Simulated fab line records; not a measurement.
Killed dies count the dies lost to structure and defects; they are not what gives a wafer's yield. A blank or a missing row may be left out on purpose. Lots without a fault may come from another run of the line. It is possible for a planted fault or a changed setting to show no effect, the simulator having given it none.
Split-lot study / flow n5_finfet / 21 wafers read from 7 lots, route of 1938 steps

== THE SPLIT ITSELF ==
At N5_MOL_CONTACT_COAG_ALD_133 (deposits SiO2, target thk 5 nm, pulse time 1 s, co reactant pulse time 1 s), the setting ald_cycles was moved away from the recipe's 35 on 7 of the 21 wafers read, by -14.3% to +17.1%. All remaining wafers had this setting at the recipe value.

Reading taken at the split's own step.

== THE READING ==
SiO2_of_MOL_CONTACT_COAG_ALD_133.thk_nm (the simulator's own value, which no gauge read), in nm, at N5_MOL_CONTACT_COAG_ALD_133 (deposits SiO2, target thk 5 nm, pulse time 1 s, co reactant pulse time 1 s). No usual value for it is given in the file.

wafer=L074.1; tool, chamber at the split=ald_sin-04, 0,3; ald_cycles as run=35; against the recipe=recipe; SiO2_of_MOL_CONTACT_COAG_ALD_133.thk_nm, nm=5; against lot-mates on the recipe=-
wafer=L074.3; tool, chamber at the split=ald_sin-04, 0,3; ald_cycles as run=35; against the recipe=recipe; SiO2_of_MOL_CONTACT_COAG_ALD_133.thk_nm, nm=5; against lot-mates on the recipe=-
wafer=L074.6; tool, chamber at the split=ald_sin-04, 1; ald_cycles as run=32; against the recipe=-8.6%; SiO2_of_MOL_CONTACT_COAG_ALD_133.thk_nm, nm=4.6; against lot-mates on the recipe=-0.4
wafer=L078.3; tool, chamber at the split=ald_sin-02, 1; ald_cycles as run=35; against the recipe=recipe; SiO2_of_MOL_CONTACT_COAG_ALD_133.thk_nm, nm=5; against lot-mates on the recipe=-
wafer=L078.6; tool, chamber at the split=ald_sin-02, 1; ald_cycles as run=35; against the recipe=recipe; SiO2_of_MOL_CONTACT_COAG_ALD_133.thk_nm, nm=5; against lot-mates on the recipe=-
wafer=L078.4; tool, chamber at the split=ald_sin-02, 2; ald_cycles as run=39; against the recipe=+11.4%; SiO2_of_MOL_CONTACT_COAG_ALD_133.thk_nm, nm=5.6; against lot-mates on the recipe=+0.6
wafer=L081.1; tool, chamber at the split=ald_sin-04, 1; ald_cycles as run=30; against the recipe=-14.3%; SiO2_of_MOL_CONTACT_COAG_ALD_133.thk_nm, nm=4.4; against lot-mates on the recipe=-0.6
wafer=L081.4; tool, chamber at the split=ald_sin-04, 0; ald_cycles as run=35; against the recipe=recipe; SiO2_of_MOL_CONTACT_COAG_ALD_133.thk_nm, nm=5; against lot-mates on the recipe=-
wafer=L081.6; tool, chamber at the split=ald_sin-04, 1; ald_cycles as run=30; against the recipe=-14.3%; SiO2_of_MOL_CONTACT_COAG_ALD_133.thk_nm, nm=4.2; against lot-mates on the recipe=-0.8
wafer=L084.2; tool, chamber at the split=ald_sin-04, 1,2; ald_cycles as run=32; against the recipe=-8.6%; SiO2_of_MOL_CONTACT_COAG_ALD_133.thk_nm, nm=4.6; against lot-mates on the recipe=-0.4
wafer=L084.3; tool, chamber at the split=ald_sin-04, 1,2; ald_cycles as run=32; against the recipe=-8.6%; SiO2_of_MOL_CONTACT_COAG_ALD_133.thk_nm, nm=4.6; against lot-mates on the recipe=-0.4
wafer=L084.5; tool, chamber at the split=ald_sin-04, 2; ald_cycles as run=35; against the recipe=recipe; SiO2_of_MOL_CONTACT_COAG_ALD_133.thk_nm, nm=5; against lot-mates on the recipe=-
wafer=L087.4; tool, chamber at the split=ald_sin-01, 0,1,2; ald_cycles as run=35; against the recipe=recipe; SiO2_of_MOL_CONTACT_COAG_ALD_133.thk_nm, nm=5; against lot-mates on the recipe=-
wafer=L087.5; tool, chamber at the split=ald_sin-01, 0,1,2; ald_cycles as run=35; against the recipe=recipe; SiO2_of_MOL_CONTACT_COAG_ALD_133.thk_nm, nm=5; against lot-mates on the recipe=-
wafer=L087.6; tool, chamber at the split=ald_sin-01, 0,1,2; ald_cycles as run=35; against the recipe=recipe; SiO2_of_MOL_CONTACT_COAG_ALD_133.thk_nm, nm=5; against lot-mates on the recipe=-
wafer=L092.3; tool, chamber at the split=ald_sin-04, 3,2,3; ald_cycles as run=35; against the recipe=recipe; SiO2_of_MOL_CONTACT_COAG_ALD_133.thk_nm, nm=5; against lot-mates on the recipe=-
wafer=L092.5; tool, chamber at the split=ald_sin-04, 3,2,3; ald_cycles as run=35; against the recipe=recipe; SiO2_of_MOL_CONTACT_COAG_ALD_133.thk_nm, nm=5; against lot-mates on the recipe=-
wafer=L092.6; tool, chamber at the split=ald_sin-04, 3,2,3; ald_cycles as run=35; against the recipe=recipe; SiO2_of_MOL_CONTACT_COAG_ALD_133.thk_nm, nm=5; against lot-mates on the recipe=-
wafer=L093.1; tool, chamber at the split=ald_sin-02, 0,1; ald_cycles as run=35; against the recipe=recipe; SiO2_of_MOL_CONTACT_COAG_ALD_133.thk_nm, nm=5; against lot-mates on the recipe=-
wafer=L093.2; tool, chamber at the split=ald_sin-02, 0,1; ald_cycles as run=35; against the recipe=recipe; SiO2_of_MOL_CONTACT_COAG_ALD_133.thk_nm, nm=5; against lot-mates on the recipe=-
wafer=L093.6; tool, chamber at the split=ald_sin-02, 0; ald_cycles as run=41; against the recipe=+17.1%; SiO2_of_MOL_CONTACT_COAG_ALD_133.thk_nm, nm=5.8; against lot-mates on the recipe=+0.8
Rows listing several chambers each stand for several wafers; the file does not say which wafer went through which chamber.

THE FIT
A straight line over all 21 wafers: SiO2_of_MOL_CONTACT_COAG_ALD_133.thk_nm changes by +0.0483 nm for each +1% of ald_cycles; r = +1.00; the points scatter about the line by 0.035 nm.
The same after taking each lot's own level away (the mean of its wafers on the recipe; 21 wafers): +0.0483 nm for each +1%; r = +1.00; scatter 0.035 nm.
That fit puts the effect of the largest move of ald_cycles on the reading at 0.83 nm.
The lots' own levels span 5.00 to 5.00 nm.
Consequently the slope shifts little with the lot-to-lot level, the two slopes agreeing.
Check: with one of the wafers moved furthest among these (+17.1%) left out of the fit, the line predicts +0.85 nm for it against its lot-mates. Against them it came out at +0.8 nm.

== THE OTHER SPLITS THESE WAFERS WENT THROUGH ==
Other splits were also applied to these wafers ahead of the reading. Each is held against what the fit with the lots' levels taken away leaves over:
other split on the same wafers=N5_SDB_EXPOSE_08 dose_mj; wafers away from the commonest value=7; r with SiO2_of_MOL_CONTACT_COAG_ALD_133.thk_nm (lot level and that fit taken away)=+0.18
other split on the same wafers=N5_HKMG_FIN_ALD_72 ald_cycles; wafers away from the commonest value=10; r with SiO2_of_MOL_CONTACT_COAG_ALD_133.thk_nm (lot level and that fit taken away)=-0.03
other split on the same wafers=N5_MOL_CONTACT_COAG_COAT_76 spin_rpm; wafers away from the commonest value=7; r with SiO2_of_MOL_CONTACT_COAG_ALD_133.thk_nm (lot level and that fit taken away)=-0.10

== THE FILE'S OWN FIT ==
SiO2_of_MOL_CONTACT_COAG_ALD_133.thk_nm changes by +0.0483 nm for each +1% of ald_cycles, r = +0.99.
